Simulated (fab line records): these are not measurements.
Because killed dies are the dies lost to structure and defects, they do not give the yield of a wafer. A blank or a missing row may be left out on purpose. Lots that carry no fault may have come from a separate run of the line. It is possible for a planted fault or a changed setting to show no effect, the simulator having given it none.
2 desks, one fault ; flow n5-finfet ; what lay behind the numbers comes last; until then each desk has only its own

## AT THE METROLOGY DESK
What the gauges read for every lot (on any tool): the sampled wafers with a number, averaged. If a lot's mean is further than 4 standard deviations from the usual mean, the lot is out of limits and carries the mark OUT (the distance appears in the brackets). It has 10 readings; the 7 that lie furthest out on some lot are the ones shown.
Columns: A = DIBL_P at N5_BEOL_M4_RC_MEAS_101, usual 35.8 mV/V; B = IOFF_N at N5_BEOL_M4_RC_MEAS_101, usual 0.157 nA/um; C = ION_N at N5_BEOL_M4_RC_MEAS_101, usual 677 uA/um; D = ION_P at N5_BEOL_M4_RC_MEAS_101, usual 465 uA/um; E = SS_N at N5_BEOL_M4_RC_MEAS_101, usual 71.3 mV/dec; F = VT_N at N5_BEOL_M4_RC_MEAS_101, usual 249 mV; G = VT_P at N5_BEOL_M4_RC_MEAS_101, usual -250 mV
lot;first seen here;A;B;C;D;E;F;G
L547;day 10 16:25;34.0;0.159;686;467;71.6;248;-248
L548;day 11 00:26;36.4;0.148;671;457;71.6;250;-253
L558;day 13 04:43;35.3;0.144;664;463;70.7;254;-249
L562;day 14 03:26;36.5;0.178;684;462;71.7;248;-248
L563;day 14 09:47;37.4;0.157;674;462;71.6;248;-251
L564;day 14 13:12;37.2;0.183;696;472;71.4;245;-249
Result from this desk: across the 6 lots, nothing is out of limits.

## FOR THE TOOL OWNER'S DESK: rie-diel-06
The tool's own readings at N5_BEOL_M1_ETCH_41 (etches SiCN in CH3F/O2, target depth 31.9 nm, time 57.8 s): means of the sampled wafers that have a number, for each lot that ran on this tool. If a lot's mean is further than 4 standard deviations from the usual mean, the lot is out of limits and carries the mark OUT (the distance appears in the brackets).
Columns: A = CH3F_flow_sccm at N5_BEOL_M1_ETCH_41, usual 30.00 sccm; B = drypump-motor-current-A at N5_BEOL_M1_ETCH_41, usual 5.8 A; C = oes-product-au at N5_BEOL_M1_ETCH_41, usual 0.81 a.u.; D = rf-fwd-power-W at N5_BEOL_M1_ETCH_41, usual 391.6 W; E = rf-vpp-V at N5_BEOL_M1_ETCH_41, usual 297.0 V; F = showerhead-plenum-p-Torr at N5_BEOL_M1_ETCH_41, usual 1.98 Torr; G = throttle-valve-pct at N5_BEOL_M1_ETCH_41, usual 16.31 %
lot;first seen here;A;B;C;D;E;F;G
L548;day 8 05:28;30.04;5.5;0.74;390.2;297.9;1.99;16.47
L558;day 10 05:16;30.02;5.7;0.76;389.8;297.5;1.98;16.32
L562;day 11 17:32;29.98;5.3;0.68;389.1;296.1;1.95;16.46
Result from this desk: across the 3 lots, nothing is out of limits.

## ALL TOGETHER
The metrology desk saw nothing out of limits.
The tool owner's desk saw nothing out of limits.

## WHAT THE SIMULATOR HAD PUT IN
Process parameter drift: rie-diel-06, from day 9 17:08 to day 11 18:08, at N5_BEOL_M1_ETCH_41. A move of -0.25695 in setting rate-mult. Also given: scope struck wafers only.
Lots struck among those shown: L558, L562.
